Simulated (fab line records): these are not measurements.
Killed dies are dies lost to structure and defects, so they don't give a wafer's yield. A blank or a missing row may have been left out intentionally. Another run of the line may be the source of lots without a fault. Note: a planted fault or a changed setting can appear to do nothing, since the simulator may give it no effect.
A lot that was struck, set against a sound lot / flow n5_finfet / 20 steps out of a route of 1938
Sound: the wafers L316.1, L316.4, L316.6. The struck wafers were L302.1, L302.3, L302.4. The cause comes at the end.
Order at every step that has rows: each side's tool, ch and its chambers, its first start. Under that, the readings that differ: sound wafers / struck wafers / difference of the means / sigmas: that difference in standard deviations of wafers without a fault.
alike: readings with means less than 2 such deviations apart, plus words and numbers identical on both sides. not compared: withheld readings, readings lacking a value on some wafer, bounds such as >300 that could conceal the same value, and numbers that have no deviation in the record and whose values overlap.
Wherever a step has rows on one side only, a row that says differs or no value, or a row with sigmas, the two part there. Numbers that have no deviation but don't overlap get no sigmas and don't part them. Lack of a reading on every wafer of one side parts them only where that side has two or more wafers.

first, 9 steps without rows for these wafers: N5_BEOL_M13_DESCUM_15 (chemistry O2, time 7.9 s); N5_BEOL_M13_ETCH_59 (etches BARC in N2/H2, target depth 89 nm, overetch 26.7 nm, time 67.9 s); N5_BEOL_M13_VIA_ETCH_16 (etches SiOC in C4F8/O2/Ar, target depth 921.7 nm); N5_BEOL_M13_STRIP_63 (strips in N2/H2); N5_BEOL_M13_STRIP_64 (strips in N2/H2); N5_BEOL_M13_STRIP_71 (strips in post etch residue remover, time 60 s); N5_BEOL_M13_SRD_72 (time 30 s, dry time 30 s); N5_BEOL_M13_COAT_65 (time 60 s, resist thk 350 nm); N5_BEOL_M13_COAT_66 (time 60 s, resist thk 110 nm).
N5_BEOL_M13_COAT_22: resist thk 300 nm.
  sound on litho_track-02 ch 0, day 17 09:15; struck on litho_track-03 ch 0, day 12 19:28
reading=spin_speed_rpm (rpm); sound=2886.7 2888.7 2886.7; struck=3372.8 3370.2 3368.7; difference=+483.2; sigmas=+99 or more
reading=model.coat_of_BEOL_M13_COAT_22.thk_nm (nm); sound=300.2 300.4 299.6; struck=278 277.4 278.4; difference=-22; sigmas=
then, 7 steps without rows for these wafers: N5_BEOL_M13_EBR_24; N5_BEOL_M13_SOFTBAKE_23 (time 60 s); N5_BEOL_M13_EXPOSE_25 (exposes mask M13, target cd 210 nm); N5_BEOL_M13_PEB_26 (peb time 90 s); N5_BEOL_M13_DEVELOP_27 (develop time 45 s); N5_BEOL_M13_HARDBAKE_32 (time 120 s); N5_BEOL_M13_DESCUM_33 (chemistry O2, time 7.9 s).
N5_BEOL_M13_ETCH_67: etches SiARC in CF4, target depth 143 nm, time 238.3 s.
  sound on rie_diel-01 ch 0,1,2, day 17 09:55; struck on rie_diel-01 ch 0,2,3, day 12 20:01
reading=model.coat_of_BEOL_M13_COAT_22.thk_nm (nm); sound=211.4 211.6 210.6; struck=189.4 188.8 189.8; difference=-21.9; sigmas=
  alike: drypump_motor_current_A, etch_rf_on_time_s, oes_product_au, rf_fwd_power_W, rf_vpp_V, showerhead_plenum_p_Torr, throttle_valve_pct
  not compared: rf_hours_counter_h
then, 1 step without rows for these wafers: N5_BEOL_M13_ETCH_68 (etches SOC in N2/H2, time 355 s).
N5_PASSIVATION_PROBE_49:
  the record has rows for the struck wafers here (prober-02, day 14 01:29) and none for the sound ones

## WHERE THEY PART
First at N5_BEOL_M13_COAT_22; last, within this record, at N5_PASSIVATION_PROBE_49.

WHY: whatever the simulator had introduced
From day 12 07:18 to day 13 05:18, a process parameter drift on litho_track-03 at N5_BEOL_M13_COAT_22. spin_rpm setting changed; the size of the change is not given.
